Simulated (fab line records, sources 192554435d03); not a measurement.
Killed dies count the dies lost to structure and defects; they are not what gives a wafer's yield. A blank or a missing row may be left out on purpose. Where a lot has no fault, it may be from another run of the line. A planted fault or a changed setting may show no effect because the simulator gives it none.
fab line records    flow n5_finfet    part 2 of 2: steps 20 to 28 of 28
record: lots: 5  wafers: 15  last_day: 17
route steps=1938 shown BEOL_M5@1117
lots that met no fault: taken from a fault-free run of the same line
start_h: start of the lot's first displayed wafer, in hours after the record's first day    wait_h: how many hours have passed since the lot's step before this one    " as in the row above    L1.1+2: a single row standing in for several wafers    - either no value or no given start    * or withheld: withheld    < > ~ a bound
route shown NAME@n: NAME is a module with steps in the file, n the number in the route of the first one    usual: average and standard deviation across the fault-free wafers    same: alike in all rows    chamber/n: place in a boat    sites: the reading at each site    _std_site: the values' standard deviation    _edge_site: inner sites' mean taken away from outer sites' mean    radius_mm: for every site, how far away it sits from the centre of the wafer    mask NAME#n: copy n    behind: the tool/chamber that last shaped the wafer    hold: what put the lot on hold/how long, in hours/how the hold closed    device: names the non-switching transistor (n, p or np)    end of line: the tests these same wafers got at the end of their route    a step given without rows: its recipe and nothing more    killed: not the wafer's yield, but the dies lost to structure and defects at the first sort    map: the dies of a wafer, with x for killed, . for not killed, _ for no die there
set.NAME: setting as actually run; set.NAME@STEP: the setting as run at that earlier step    model.NAME: the simulator's own value behind a step, which no gauge read
certain route steps with their lots: each step a table, each wafer a row
services: the hour from which a tool's chamber was out of use, counted from the record's first day as start_h (under 0 if before that day), plus the number of hours and why
== steps ==
step: N5_BEOL_M5_HM_OPEN_17
recipe: chemistry: Cl2/BCl3  target_depth_a: 200  overetch_a: 60  target: TiN  mask_material: SOC  ion_energy_ev: 150  pressure_mtorr: 10  icp_w: 1000  bias_w: 126  Cl2_flow_sccm: 53.25  bcl3_flow_sccm: 21.75  Ar_flow_sccm: 25
usual: drypump_motor_current_A: 5.7/0.41  oes_product_au: 0.68/0.073  throttle_valve_pct: 22.11/0.15
lot.wafer  tool          chamber  start_h  wait_h  drypump_motor_current_A  oes_product_au  rf_hours_counter_h  throttle_valve_pct
L078.2     rie_metal-02  1        233.52   0.0     5.6                      0.58            83                  22.10
L078.3     "             1        "        "       5.6                      0.58            -                   22.08
L078.5     "             0        "        "       6.0                      0.73            -                   21.99
L082.2     rie_metal-01  0        257.95   0.0     5.6                      0.74            13                  22.13
L082.3     "             0        "        "       5.5                      0.73            -                   22.13
L082.4     "             1        "        "       6.2                      0.79            -                   21.91
L087.1     rie_metal-03  0        275.97   0.0     4.9                      0.65            45                  22.38
L087.2     "             1        "        "       5.8                      0.63            55                  22.04
L087.3     "             1        "        "       5.8                      0.65            -                   22.05
L089.1     rie_metal-02  0        281.15   0.0     6.0                      0.72            25                  22.02
L089.2     "             1        "        "       5.6                      0.56            88                  22.11
L089.5     "             0        "        "       5.9                      0.72            -                   22.01
L092.1     rie_metal-01  1        309.00   0.0     6.2                      0.78            6                   21.89
L092.3     "             0        "        "       5.5                      0.73            -                   22.12
L092.6     "             1        "        "       6.2                      0.78            -                   21.90
step: N5_BEOL_M5_STRIP_19
recipe: chemistry: O2  power_w: 400  temp_c: 40  pressure_mtorr: 30  rf_frequency_hz: 6e+07  bias_power_w: 0  overash_fraction: 0.2  o2_flow_sccm: 225
usual: drypump_motor_current_A: 5.7/0.51  oes_product_au: 0.78/0.066  rf_vpp_V: 3.6/0.48  showerhead_plenum_p_Torr: 2.10/0.068  throttle_valve_pct: 16.57/0.16
lot.wafer  tool         chamber  start_h  wait_h  drypump_motor_current_A  oes_product_au  rf_hours_counter_h  rf_vpp_V  showerhead_plenum_p_Torr  throttle_valve_pct
L078.2     rie_diel-05  0        233.63   0.1     5.0                      0.75            175                 4.1       2.18                      16.57
L078.3     "            2        "        "       5.3                      0.90            44                  3.0       2.04                      16.44
L078.5     "            2        "        "       5.3                      0.89            -                   2.8       2.04                      16.44
L082.2     rie_diel-06  3        258.06   0.1     5.8                      0.77            128                 3.7       2.03                      16.85
L082.3     "            0        "        "       6.2                      0.68            250                 3.3       2.06                      16.60
L082.4     "            0        "        "       6.2                      0.68            -                   3.1       2.06                      16.60
L087.1     rie_diel-05  2        276.08   0.1     5.3                      0.86            55                  3.9       2.04                      16.46
L087.2     "            0        "        "       5.0                      0.74            186                 4.3       2.17                      16.57
L087.3     "            1        "        "       6.0                      0.73            180                 3.6       2.09                      16.50
L089.1     rie_diel-06  1        281.26   0.1     5.2                      0.78            123                 2.8       2.03                      16.69
L089.2     "            2        "        "       6.6                      0.98            4                   3.4       2.06                      16.52
L089.5     "            2        "        "       6.6                      0.97            -                   3.2       2.06                      16.52
L092.1     rie_diel-05  3        309.20   0.2     5.8                      0.72            183                 4.0       2.19                      16.52
L092.3     "            2        "        "       5.3                      0.87            66                  3.0       2.03                      16.47
L092.6     "            1        "        "       6.0                      0.72            -                   3.6       2.08                      16.52
step: N5_BEOL_M5_CD_MEAS_18
recipe: pitch_nm: 56  target_cd_nm: 28
usual: cd_nm: 28.09/0.3
lot.wafer  tool       chamber  start_h  wait_h  cd_nm
L078.2     cd_sem-03  -        233.70   0.1     28.31
L078.3     "          -        "        "       27.98
L078.5     "          -        "        "       28.16
L082.2     cd_sem-03  -        258.14   0.1     28.03
L082.3     "          -        "        "       28.32
L082.4     "          -        "        "       28.71
L087.1     cd_sem-02  -        276.15   0.0     28.16
L087.2     "          -        "        "       27.57
L087.3     "          -        "        "       28.10
L089.1     cd_sem-02  -        281.33   0.0     28.51
L089.2     "          -        "        "       28.26
L089.5     "          -        "        "       28.68
L092.1     cd_sem-03  -        309.27   0.0     28.25
L092.3     "          -        "        "       28.09
L092.6     "          -        "        "       28.17
step: N5_BEOL_M5_COAT_65
recipe: resist: SOC  temp_c: 250  time_s: 60  spin_rpm: 1500  resist_thk_nm: 60
usual: plate_temp_C: 250.00/0.18  resist_line_temp_C: 22.99/0.12
same: time_s: 60
lot.wafer  tool            chamber  start_h  wait_h  plate_temp_C  resist_line_temp_C
L078.2     litho_track-04  0        234.32   0.6     250.03        22.85
L078.3     "               0        "        "       249.92        22.70
L078.5     "               0        "        "       249.92        22.94
L082.2     litho_track-05  0        258.35   0.2     249.89        22.85
L082.3     "               0        "        "       249.91        22.68
L082.4     "               0        "        "       249.86        22.96
L087.1     litho_track-03  0        281.62   5.5     249.77        23.00
L087.2     "               0        "        "       249.97        23.05
L087.3     "               0        "        "       249.89        22.93
L089.1     litho_track-04  0        281.63   0.3     250.06        23.06
L089.2     "               0        "        "       249.93        23.07
L089.5     "               0        "        "       250.07        23.08
L092.1     litho_track-04  0        309.31   0.0     250.25        22.98
L092.3     "               0        "        "       250.16        22.96
L092.6     "               0        "        "       249.97        22.91
step: N5_BEOL_M5_COAT_66
recipe: resist: SiARC  temp_c: 220  time_s: 60  spin_rpm: 1500  resist_thk_nm: 12
usual: plate_temp_C: 220.04/0.17  resist_line_temp_C: 23.00/0.1
same: time_s: 60
lot.wafer  tool            chamber  start_h  wait_h  plate_temp_C  resist_line_temp_C
L078.2     litho_track-04  0        -        -       220.07        23.14
L078.3     "               0        "        "       220.42        23.14
L078.5     "               0        "        "       220.05        23.07
L082.2     litho_track-05  0        -        -       219.82        22.95
L082.3     "               0        "        "       220.03        23.07
L082.4     "               0        "        "       219.78        23.11
L087.1     litho_track-03  0        -        -       220.17        22.88
L087.2     "               0        "        "       220.09        22.97
L087.3     "               0        "        "       220.15        23.13
L089.1     litho_track-04  0        -        -       220.14        22.84
L089.2     "               0        "        "       220.22        22.96
L089.5     "               0        "        "       220.23        23.02
L092.1     litho_track-04  0        -        -       220.01        23.25
L092.3     "               0        "        "       219.90        22.88
L092.6     "               0        "        "       219.89        23.06
step: N5_BEOL_M5_COAT_74
recipe: resist: underlayer  temp_c: 205  time_s: 60  spin_rpm: 1500  resist_thk_nm: 5
usual: plate_temp_C: 205.00/0.16  resist_line_temp_C: 23.01/0.11
same: time_s: 60
lot.wafer  tool            chamber  start_h  wait_h  plate_temp_C  resist_line_temp_C
L078.2     litho_track-04  0        -        -       204.93        22.91
L078.3     "               0        "        "       204.95        23.00
L078.5     "               0        "        "       204.75        22.87
L082.2     litho_track-05  0        -        -       204.99        23.06
L082.3     "               0        "        "       204.95        22.92
L082.4     "               0        "        "       205.02        23.21
L087.1     litho_track-03  0        -        -       204.92        22.93
L087.2     "               0        "        "       204.91        22.89
L087.3     "               0        "        "       205.12        22.96
L089.1     litho_track-04  0        -        -       204.98        22.99
L089.2     "               0        "        "       204.74        23.00
L089.5     "               0        "        "       205.08        22.90
L092.1     litho_track-04  0        -        -       205.23        22.91
L092.3     "               0        "        "       205.19        22.85
L092.6     "               0        "        "       205.12        22.92
step: N5_BEOL_M5_COAT_22
recipe: resist: CAR-EUV  spin_rpm: 1500  resist_thk_nm: 30
usual: resist_line_temp_C: 23.01/0.1
lot.wafer  tool            chamber  start_h  wait_h  resist_line_temp_C
L078.2     litho_track-04  0        -        -       23.12
L078.3     "               0        "        "       23.03
L078.5     "               0        "        "       23.01
L082.2     litho_track-05  0        -        -       23.04
L082.3     "               0        "        "       22.85
L082.4     "               0        "        "       22.92
L087.1     litho_track-03  0        -        -       23.15
L087.2     "               0        "        "       23.09
L087.3     "               0        "        "       22.92
L089.1     litho_track-04  0        -        -       22.95
L089.2     "               0        "        "       22.99
L089.5     "               0        "        "       23.19
L092.1     litho_track-04  0        -        -       23.12
L092.3     "               0        "        "       23.04
L092.6     "               0        "        "       23.05
step: N5_BEOL_M5_EBR_24
recipe: solvent: PGMEA  ebr_width_mm: 1.5
usual: resist_line_temp_C: 23.00/0.11
lot.wafer  tool            chamber  start_h  wait_h  resist_line_temp_C
L078.2     litho_track-04  0        -        -       23.27
L078.3     "               0        "        "       23.10
L078.5     "               0        "        "       23.15
L082.2     litho_track-05  0        -        -       22.95
L082.3     "               0        "        "       22.95
L082.4     "               0        "        "       22.85
L087.1     litho_track-03  0        -        -       23.10
L087.2     "               0        "        "       23.02
L087.3     "               0        "        "       23.13
L089.1     litho_track-04  0        -        -       22.86
L089.2     "               0        "        "       22.91
L089.5     "               0        "        "       23.01
L092.1     litho_track-04  0        -        -       23.19
L092.3     "               0        "        "       23.06
L092.6     "               0        "        "       23.11
step: N5_BEOL_M5_SOFTBAKE_23
recipe: temp_c: 110  time_s: 60  resist: CAR-EUV
usual: plate_temp_C: 109.99/0.13  resist_line_temp_C: 23.03/0.093
same: time_s: 60
lot.wafer  tool            chamber  start_h  wait_h  plate_temp_C  resist_line_temp_C
L078.2     litho_track-04  0        -        -       110.06        22.97
L078.3     "               0        "        "       109.95        23.05
L078.5     "               0        "        "       110.07        22.99
L082.2     litho_track-05  0        -        -       109.92        22.87
L082.3     "               0        "        "       110.08        23.13
L082.4     "               0        "        "       109.89        22.98
L087.1     litho_track-03  0        -        -       109.78        23.02
L087.2     "               0        "        "       110.07        23.09
L087.3     "               0        "        "       109.98        23.08
L089.1     litho_track-04  0        -        -       110.18        23.13
L089.2     "               0        "        "       110.10        23.13
L089.5     "               0        "        "       110.30        23.11
L092.1     litho_track-04  0        -        -       110.13        22.87
L092.3     "               0        "        "       110.16        22.90
L092.6     "               0        "        "       110.11        23.05
== services ==
tool            chamber  start_h  hours  kind
euv_scanner-02  0        228.76   -      calibration
euv_scanner-02  -        229.62   0.8    repair
euv_scanner-02  -        234.62   1.0    pm
rie_diel-06     2        235.12   -      clean
rie_diel-06     2        235.12   -      consumable_replace:focus_ring
rie_diel-06     2        235.12   34.8   scheduled_down
rie_diel-06     2        235.12   34.8   vent_cycle
euv_scanner-02  -        253.28   0.4    repair
euv_scanner-01  -        253.92   1.0    pm
rie_diel-05     1        268.62   5.2    repair
rie_diel-06     0        269.92   -      clean
rie_diel-06     0        269.92   -      consumable_replace:focus_ring
rie_diel-06     0        269.92   19.5   scheduled_down
rie_diel-06     0        269.92   19.5   vent_cycle
rie_metal-03    -        270.81   0.8    repair
rie_metal-01    -        272.06   14.6   pm
euv_scanner-02  -        290.73   1.0    pm
euv_scanner-02  -        292.21   4.6    pm
rie_diel-05     0        295.90   7.5    repair
rie_metal-03    -        304.74   1.1    repair
rie_diel-02     -        306.21   0.9    repair
